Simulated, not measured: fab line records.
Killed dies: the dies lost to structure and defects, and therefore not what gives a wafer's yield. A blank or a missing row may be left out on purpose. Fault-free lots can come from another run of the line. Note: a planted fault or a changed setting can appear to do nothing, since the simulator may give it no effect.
fab line records -- flow n5_finfet
record lots=9, wafers=26, last_day=17
route steps=1938 shown SD_EPI_N@293 SD_EPI_P@307 ILD0@338 BEOL_M4@1111 PASSIVATION@1936
lots untouched by any fault: they come from a run of this same line in which no faults occurred
start_h: the number of hours between the record's first day and the start of the first shown wafer of the lot -- wait_h: how many hours have passed since the lot's step before this one -- " the same as in the row above -- L1.1+2: a single row standing in for several wafers -- - no value, or no start given -- * or withheld: withheld -- < > ~ a bound
route shown NAME@n: a module of which the file shows steps, and the number in the route of the first -- usual: mean/standard deviation taken from wafers without a fault -- same: alike in all rows -- chamber/n: place in a boat -- sites: each site's reading -- _std_site: their standard deviation -- _edge_site: the outer-site mean with the inner-site mean subtracted -- radius_mm: for every site, how far away it sits from the centre of the wafer -- mask NAME#n: copy n -- behind: the last tool/chamber to shape the wafer -- hold: why the lot went on hold/how many hours it stayed there/how the hold came to an end -- device: the n, p or np transistor that did not switch -- end of line: the route-end tests of the same wafers -- where a step has no rows: the recipe by itself -- killed: dies lost to structure and defects at the first sort, not the wafer's yield -- map: per-die view of a wafer (x killed, . not killed, _ where there is no die)
set.NAME: setting as actually run; set.NAME@STEP: the setting as run at that earlier step -- model.NAME: the simulator's own value behind a step, which no gauge read
one table for each step of the route and one row for each wafer, over a sample of lots
services: when a tool's chamber went out of use (start_h, in hours from the record's first day, below 0 if earlier), for how many hours, and the reason
## steps
# step N5_SD_EPI_N_LINER_46
# recipe material=SiNx, target_thk_a=30, temp_c=400, ald_precursor_family=SiH2I2, ald_co_reactant=N2/H2-plasma, pressure_torr=2
# usual heater_power_w=882/100
lot.wafer,tool,chamber,start_h,wait_h,heater_power_w
L366.2,ald_sin-04,3,55.74,1.2,900
L366.3,ald_sin-04,0,55.74,1.2,798
L366.5,ald_sin-04,0,55.74,1.2,798
L369.1,ald_sin-02,0,72.70,0.9,875
L369.3,ald_sin-02,2,72.70,0.9,594
L369.4,ald_sin-02,1,72.70,0.9,760
L370.1,ald_sin-03,2,83.04,0.2,682
L370.3,ald_sin-03,0,83.04,0.2,895
L370.5,ald_sin-03,2,83.04,0.2,672
L371.1,ald_sin-03,2,87.78,1.0,675
L371.4,ald_sin-03,3,87.78,1.0,970
L373.1,ald_sin-03,1,98.27,1.3,926
L373.2,ald_sin-03,3,98.27,1.3,978
L373.3,ald_sin-03,0,98.27,1.3,868
L376.3,ald_sin-04,3,118.50,0.1,910
L376.4,ald_sin-04,1,118.50,0.1,1027
L376.5,ald_sin-04,1,118.50,0.1,1004
L383.1,ald_sin-04,1,156.18,0.2,971
L383.2,ald_sin-04,2,156.18,0.2,929
L383.5,ald_sin-04,2,156.18,0.2,920
L387.1,ald_sin-03,1,179.54,0.2,935
L387.2,ald_sin-03,0,179.54,0.2,886
L387.3,ald_sin-03,3,179.54,0.2,960
L388.2,ald_sin-03,0,187.54,0.5,864
L388.3,ald_sin-03,3,187.54,0.5,955
L388.4,ald_sin-03,2,187.54,0.5,671
# step N5_SD_EPI_P_ETCH_36
# recipe chemistry=CF4, target=SiARC, target_depth_a=455, mask_material=CAR-ArF-block, time_s=75.8, ion_energy_ev=80, pressure_mtorr=40, source_w=545, bias_w=36, Ar_flow_sccm=100, cf4_flow_sccm=100, ends=cleared
# usual bias_w=35.98/0.11, drypump_motor_current_A=5.7/0.46, etch_rf_on_time_s=75.3/1.9, oes_product_au=0.69/0.081, rf_vpp_V=184.2/1.2, showerhead_plenum_p_Torr=2.15/0.059, throttle_valve_pct=15.66/0.23
lot.wafer,tool,chamber,start_h,wait_h,bias_w,drypump_motor_current_A,etch_rf_on_time_s,oes_product_au,rf_hours_counter_h,rf_vpp_V,showerhead_plenum_p_Torr,throttle_valve_pct
L366.2,rie_diel-05,3,56.51,0.0,36.05,5.8,77.0,0.65,138,185.6,2.24,15.94
L366.3,rie_diel-05,2,56.51,0.0,35.98,5.9,72.6,0.74,62,184.8,2.17,15.56
L366.5,rie_diel-05,1,56.51,0.0,35.98,5.8,75.3,0.81,-,184.8,2.12,15.33
L369.1,rie_diel-05,0,73.35,0.0,35.99,5.0,76.1,0.70,96,184.9,2.16,15.86
L369.3,rie_diel-05,3,73.35,0.0,35.97,5.8,78.6,0.65,138,186.6,2.24,15.92
L369.4,rie_diel-05,2,73.35,0.0,36.13,5.9,74.3,0.71,69,184.6,2.17,15.58
L370.1,rie_diel-05,1,84.04,0.0,36.11,5.8,74.7,0.79,14,183.6,2.12,15.36
L370.3,rie_diel-05,0,84.04,0.0,36.03,5.0,75.4,0.71,99,183.8,2.16,15.87
L370.5,rie_diel-05,1,84.04,0.0,36.20,5.8,74.9,0.78,-,181.8,2.12,15.37
L371.1,rie_diel-04,2,88.48,0.0,36.08,5.2,77.2,0.59,229,182.7,2.21,15.70
L371.4,rie_diel-04,3,88.48,0.0,36.03,5.4,75.1,0.84,1,186.0,2.19,15.24
L373.1,rie_diel-02,0,99.04,0.0,35.92,6.1,77.2,0.59,222,185.4,2.21,15.95
L373.2,rie_diel-02,3,99.04,0.0,35.94,5.7,75.5,0.59,222,185.1,2.11,15.92
L373.3,rie_diel-02,1,99.04,0.0,36.13,6.3,79.3,0.58,246,182.3,2.01,15.84
L376.3,rie_diel-05,1,119.15,0.0,35.86,5.8,75.4,0.76,23,182.9,2.11,15.39
L376.4,rie_diel-05,0,119.15,0.0,35.92,5.0,76.5,0.69,108,185.1,2.16,15.89
L376.5,rie_diel-05,0,119.15,0.0,35.79,5.0,76.8,0.70,-,184.4,2.15,15.90
L383.1,rie_diel-05,1,156.83,0.0,35.88,5.8,76.1,0.74,35,185.1,2.11,15.40
L383.2,rie_diel-05,3,156.83,0.0,35.99,5.9,78.2,0.64,162,185.3,2.23,15.98
L383.5,rie_diel-05,0,156.83,0.0,35.83,5.0,75.9,0.68,-,184.1,2.15,15.92
L387.1,rie_diel-04,1,180.29,0.0,36.13,6.4,75.0,0.75,43,183.6,2.17,15.63
L387.2,rie_diel-04,0,180.29,0.0,35.90,5.4,72.1,0.68,128,183.1,2.06,15.55
L387.3,rie_diel-04,3,180.29,0.0,35.90,5.4,74.5,0.77,29,186.0,2.18,15.32
L388.2,rie_diel-05,1,188.39,0.0,36.08,5.8,75.1,0.73,43,182.4,2.11,15.42
L388.3,rie_diel-05,2,188.39,0.0,36.00,5.9,74.0,0.68,103,185.2,2.16,15.64
L388.4,rie_diel-05,0,188.39,0.0,36.16,5.0,76.2,0.68,128,183.8,2.15,15.93
# step N5_SD_EPI_P_PRECLEAN_24
# recipe chemistry=O3/DIW, time_s=45, temp_c=22, o3_ppm=10
lot.wafer,tool,chamber,start_h,wait_h
L366.2+3+5,wet_bench-06,"2,7,3",60.14,0.0
L369.1+3+4,wet_bench-03,"7,0,3",77.88,0.0
L370.1+3+5,wet_bench-06,"3,2,4",87.66,0.0
L371.1+4,wet_bench-02,"1,5",92.11,0.0
L373.1+2+3,wet_bench-03,"5,1,4",103.49,0.0
L376.3+4+5,wet_bench-03,"0,4,6",122.76,0.0
L383.1+2+5,wet_bench-06,"0,4,1",160.46,0.0
L387.1+2+3,wet_bench-02,"3,1,4",183.91,0.0
L388.2+3+4,wet_bench-03,"0,7,1",192.02,0.0
# step N5_SD_EPI_P_INSPECT_26
# recipe inspect_instrument=darkfield, mode=post_epi
# usual raw_defect_count=176/34
lot.wafer,tool,chamber,start_h,wait_h,raw_defect_count
L366.2,defect_inspect-02,-,60.21,0.0,131
L366.3,defect_inspect-02,-,60.21,0.0,147
L366.5,defect_inspect-02,-,60.21,0.0,165
L369.1,defect_inspect-02,-,77.99,0.0,163
L369.3,defect_inspect-02,-,77.99,0.0,151
L369.4,defect_inspect-02,-,77.99,0.0,234
L370.1,defect_inspect-01,-,87.74,0.0,183
L370.3,defect_inspect-01,-,87.74,0.0,198
L370.5,defect_inspect-01,-,87.74,0.0,222
L371.1,defect_inspect-02,-,92.18,0.0,145
L371.4,defect_inspect-02,-,92.18,0.0,175
L373.1,defect_inspect-02,-,103.56,0.0,141
L373.2,defect_inspect-02,-,103.56,0.0,150
L373.3,defect_inspect-02,-,103.56,0.0,136
L376.3,defect_inspect-02,-,122.83,0.0,163
L376.4,defect_inspect-02,-,122.83,0.0,150
L376.5,defect_inspect-02,-,122.83,0.0,228
L383.1,defect_inspect-02,-,160.53,0.0,1191
L383.2,defect_inspect-02,-,160.53,0.0,195
L383.5,defect_inspect-02,-,160.53,0.0,170
L387.1,defect_inspect-02,-,183.98,0.0,152
L387.2,defect_inspect-02,-,183.98,0.0,139
L387.3,defect_inspect-02,-,183.98,0.0,159
L388.2,defect_inspect-01,-,192.08,0.0,178
L388.3,defect_inspect-01,-,192.08,0.0,173
L388.4,defect_inspect-01,-,192.08,0.0,144
# step N5_ILD0_CMP_03
# recipe stop_on=SiNx, t_overpolish_s=1.9, post_cmp_clean=alkaline_brush, down_force_psi=4.1491, platen_rpm=51.796, pad_velocity_m_s=1.0306, target_thk_nm=197.38
# usual motor_current_A=12.2/1.1, overpolish_run_s=1.901/0.0093, pad_life_wafers=1158/390, time_to_endpoint_s=73/5
# same t_overpolish_s=1.9
lot.wafer,tool,chamber,start_h,wait_h,motor_current_A,overpolish_run_s,pad_life_wafers,time_to_endpoint_s
L366.3,cmp-04,2,63.63,0.0,10.3,1.901,1122,69
L366.2,cmp-04,1,63.63,0.0,11.2,1.904,1125,79
L366.5,cmp-04,3,63.63,0.0,11.4,1.914,-,74
L369.1,cmp-01,1,81.15,0.0,13.8,1.888,696,74
L369.3,cmp-01,3,81.15,0.0,12.9,1.902,698,63
L369.4,cmp-01,0,81.15,0.0,14.0,1.902,699,67
L370.1,cmp-01,3,91.48,0.1,12.3,1.910,788,62
L370.3,cmp-01,0,91.48,0.1,14.1,1.897,789,67
L370.5,cmp-01,1,91.48,0.1,14.4,1.906,-,70
L371.1,cmp-04,0,95.51,0.1,13.6,1.897,1400,80
L371.4,cmp-04,1,95.51,0.1,11.1,1.908,1401,82
L373.2,cmp-01,2,107.28,0.0,11.7,1.890,906,72
L373.3,cmp-01,0,107.28,0.0,13.1,1.910,908,75
L373.1,cmp-01,1,107.28,0.0,13.9,1.890,909,74
L376.4,cmp-04,1,126.01,0.0,12.1,1.899,1638,81
L376.3,cmp-04,2,126.01,0.0,10.7,1.891,1639,77
L376.5,cmp-04,2,126.01,0.0,10.3,1.897,-,75
L383.1,cmp-04,3,164.07,0.0,11.7,1.911,1938,78
L383.2,cmp-04,2,164.07,0.0,10.6,1.899,1941,74
L383.5,cmp-04,0,164.07,0.0,12.3,1.905,-,80
L387.2,cmp-01,0,187.59,0.0,13.0,1.892,1650,73
L387.1,cmp-01,1,187.59,0.0,14.1,1.907,1651,77
L387.3,cmp-01,2,187.59,0.0,11.9,1.892,1652,76
L388.2,cmp-01,1,195.30,0.0,13.2,1.903,1710,78
L388.3,cmp-01,2,195.30,0.0,11.8,1.893,1711,77
L388.4,cmp-01,0,195.30,0.0,13.1,1.910,1713,72
# step N5_BEOL_M4_RC_MEAS_101
# usual DIBL_N=37.2/1.8, DIBL_P=37.5/2.5, IOFF_N=0.17/0.038, IOFF_P=0.24/0.046, ION_N=681/13, ION_P=469/8.5, SS_N=71.7/0.6, SS_P=73.6/0.69, VT_N=249/3.4, VT_P=-248/3.6
lot.wafer,tool,chamber,start_h,wait_h,DIBL_N[mV/V],DIBL_P[mV/V],IOFF_N[nA/um],IOFF_P[nA/um],ION_N[uA/um],ION_P[uA/um],SS_N[mV/dec],SS_P[mV/dec],VT_N[mV],VT_P[mV]
L366.2,prober-01,0,163.31,0.2,37.7,36.6,0.20,0.28,690,478,72.4,73.8,248,-245
L366.3,prober-01,0,163.31,0.2,37.1,35.3,0.16,0.25,673,466,71.7,73.3,251,-246
L366.5,prober-01,0,163.31,0.2,34.6,33.2,0.14,0.22,667,463,70.9,72.3,252,-245
L369.1,prober-01,0,183.60,0.0,39.9,42.1,0.24,0.28,695,472,71.9,73.5,246,-249
L369.3,prober-01,0,183.60,0.0,36.9,37.2,0.15,0.19,686,467,71.3,72.6,251,-255
L369.4,prober-01,0,183.60,0.0,38.6,39.4,0.19,0.21,673,454,71.7,73.9,249,-253
L370.1,prober-02,0,189.52,0.0,36.7,36.6,0.16,0.24,676,470,72.1,73.6,251,-246
L370.3,prober-02,0,189.52,0.0,37.9,37.4,0.17,0.26,683,478,71.4,73.4,247,-243
L370.5,prober-02,0,189.52,0.0,40.3,40.6,0.22,0.33,685,479,73.2,75.0,244,-242
L371.1,prober-01,0,205.61,0.0,40.1,41.0,0.24,0.39,707,491,72.4,75.2,242,-239
L371.4,prober-01,0,205.61,0.0,33.7,32.9,0.11,0.21,665,469,70.6,73.3,255,-247
L373.1,prober-01,0,207.18,0.0,36.2,34.9,0.14,0.18,685,470,70.5,73.3,251,-253
L373.2,prober-01,0,207.18,0.0,39.7,37.8,0.18,0.23,669,459,71.6,73.9,249,-250
L373.3,prober-01,0,207.18,0.0,35.6,34.2,0.13,0.18,669,460,71.5,73.2,250,-253
L376.3,prober-02,0,234.94,0.3,38.3,38.1,0.19,0.25,679,466,72.0,74.4,249,-248
L376.4,prober-02,0,234.94,0.3,38.7,39.1,0.21,0.25,701,474,71.2,74.9,244,-248
L376.5,prober-02,0,234.94,0.3,36.6,35.9,0.15,0.21,673,462,71.4,73.6,250,-250
L383.1,prober-01,0,269.45,0.0,34.8,36.4,0.14,0.19,661,455,71.1,73.7,252,-253
L383.2,prober-01,0,269.45,0.0,34.9,35.9,0.14,0.19,652,452,71.2,73.2,251,-251
L383.5,prober-01,0,269.45,0.0,36.9,38.6,0.18,0.25,671,465,71.7,73.7,250,-248
L387.1,prober-02,0,291.49,0.0,35.3,35.2,0.15,0.19,680,467,71.8,73.1,246,-249
L387.2,prober-02,0,291.49,0.0,37.5,38.9,0.19,0.25,699,480,72.2,73.8,246,-248
L387.3,prober-02,0,291.49,0.0,37.3,38.8,0.19,0.25,686,471,71.8,73.8,246,-247
L388.2,prober-01,0,295.41,0.2,36.3,36.7,0.16,0.23,683,468,71.2,73.2,248,-248
L388.3,prober-01,0,295.41,0.2,38.2,38.6,0.20,0.26,699,476,72.2,73.8,248,-248
L388.4,prober-01,0,295.41,0.2,33.9,33.7,0.13,0.19,671,461,71.0,73.2,252,-251
# step N5_PASSIVATION_PROBE_49
# usual defect_limited_yield=91.2/1.4, killed_at_M0_to_M3=32/10, killed_at_M4_up=14/6.2, killed_at_contacts=12/6.3, killed_at_front_end=42/13, killed_at_other=4/3.4, killed_dies=104/17, killed_open=67/12, killed_short=34/8.1, sort_bin_4_leakage=0.02/0.13, sort_bin_5_function=5.2/0.93, sort_bin_6_memory=3.2/0.65, sort_n_pass=1075/16, sort_yield_pct=91.1/1.4
# same gross_dies=1180, killed_at_back_side=0, sort_bin_8_speed[%]=0
lot.wafer,tool,chamber,start_h,wait_h,defect_limited_yield[%],killed_at_M0_to_M3,killed_at_M4_up,killed_at_contacts,killed_at_front_end,killed_at_other,killed_dies,killed_open,killed_short,sort_bin_4_leakage[%],sort_bin_5_function[%],sort_bin_6_memory[%],sort_n_pass,sort_yield_pct[%]
L376.4,prober-01,-,337.87,0.2,90.8,23,17,16,51,1,108,74,31,0,5.3,3.6,1072,90.8
L383.1,prober-01,-,367.54,0.0,80.7,20,26,12,167,3,228,56,27,0,12.5,3.5,952,80.7
L383.2,prober-01,-,367.59,0.1,93.6,16,11,8,40,1,76,45,30,0,3.6,2.5,1104,93.6
L383.5,prober-01,-,367.74,0.2,91.3,32,11,8,48,4,103,69,34,0,4.8,3.4,1077,91.3
# killed by level:class
L376.4 MOL_CONTACT_COAG:geometric_particle:open=15 STI_FIN_REVEAL:geometric_particle:open=13 GATE_CUT:geometric_particle:short=9 BEOL_M1:geometric_particle:open=6 BEOL_M0_SAQP:geometric_particle:open=6 FIN_SAQP:geometric_particle:short=5 FIN_SAQP:geometric_particle:open=4 BEOL_M5:geometric_particle:open=4
L383.1 SD_EPI_P:unspecified=145 MOL_CONTACT_COAG:geometric_particle:open=7 BEOL_M4:geometric_particle:open=7 MOL_CONTACT_COAG:geometric_particle:short=5 BEOL_M0_SAQP:geometric_particle:open=5 BEOL_M0_SAQP:geometric_particle:short=5 BEOL_M5:geometric_particle:open=5 BEOL_M6:geometric_particle:open=5
L383.2 FIN_SAQP:geometric_particle:open=11 FIN_SAQP:geometric_particle:short=7 MOL_CONTACT_COAG:geometric_particle:open=7 BEOL_M0_SAQP:geometric_particle:short=4 BEOL_M0_SAQP:geometric_particle:open=4 BEOL_M4:geometric_particle:open=4 STARTING-WAFER:geometric_particle:short=4 GATE_CUT:geometric_particle:open=3
L383.5 FIN_SAQP:geometric_particle:open=13 STI_FIN_REVEAL:geometric_particle:open=9 BEOL_M3:geometric_particle:open=8 MOL_CONTACT_COAG:geometric_particle:open=7 BEOL_M0_SAQP:geometric_particle:short=5 BEOL_M0_SAQP:geometric_particle:open=5 FIN_SAQP:geometric_particle:short=4 GATE_CUT:geometric_particle:short=4
## services
tool,chamber,start_h,hours,kind
ald_sin-04,0,33.84,2.8,repair
ald_sin-04,3,36.34,4.5,repair
rie_diel-02,3,48.96,2.3,repair
cmp-04,-,50.16,0.6,repair
ald_sin-04,2,50.49,10.2,repair
ald_sin-03,-,50.66,14.6,pm
rie_diel-02,-,57.25,0.3,repair
rie_diel-05,3,57.32,15.3,repair
ald_sin-03,-,68.42,0.6,repair
cmp-01,-,76.90,2.5,repair
ald_sin-04,0,85.33,2.8,repair
wet_bench-03,-,88.42,1.3,repair
wet_bench-06,-,89.26,2.3,repair
ald_sin-03,-,120.12,2.8,pm
wet_bench-06,-,120.49,2.2,repair
cmp-04,-,130.74,5.8,repair
ald_sin-04,3,157.58,8.0,repair
ald_sin-04,-,166.81,0.6,repair
cmp-04,-,170.94,4.7,pm
wet_bench-06,-,180.73,1.9,pm
cmp-04,-,184.16,0.2,repair
wet_bench-06,-,184.28,1.3,repair
cmp-04,-,185.51,4.0,pm
rie_diel-05,1,190.32,5.2,repair
## key
first_sign step=N5_SD_EPI_P_INSPECT_26, reading=raw_defect_count, direction=up, sigmas=30, usual=176, struck=1191
effect step=N5_PASSIVATION_PROBE_49, reading=killed_at_front_end, direction=up, sigmas=9.5, usual=42, struck=167
more_kills_born_at N5_SD_EPI_P_PRECLEAN_24@wet_bench-06=145
met_at N5_SD_EPI_P_PRECLEAN_24
struck_lots L383
struck_wafers L383.1
not_acting_at N5_SD_EPI_N_LINER_46,N5_SD_EPI_P_ETCH_36,N5_ILD0_CMP_03
fault kind=chamber_particle_source, tool=wet_bench-06, chamber=0, onset_h=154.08, steps=N5_SD_EPI_P_PRECLEAN_24, rate_per_visit_cm2=1.5893, end_h=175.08
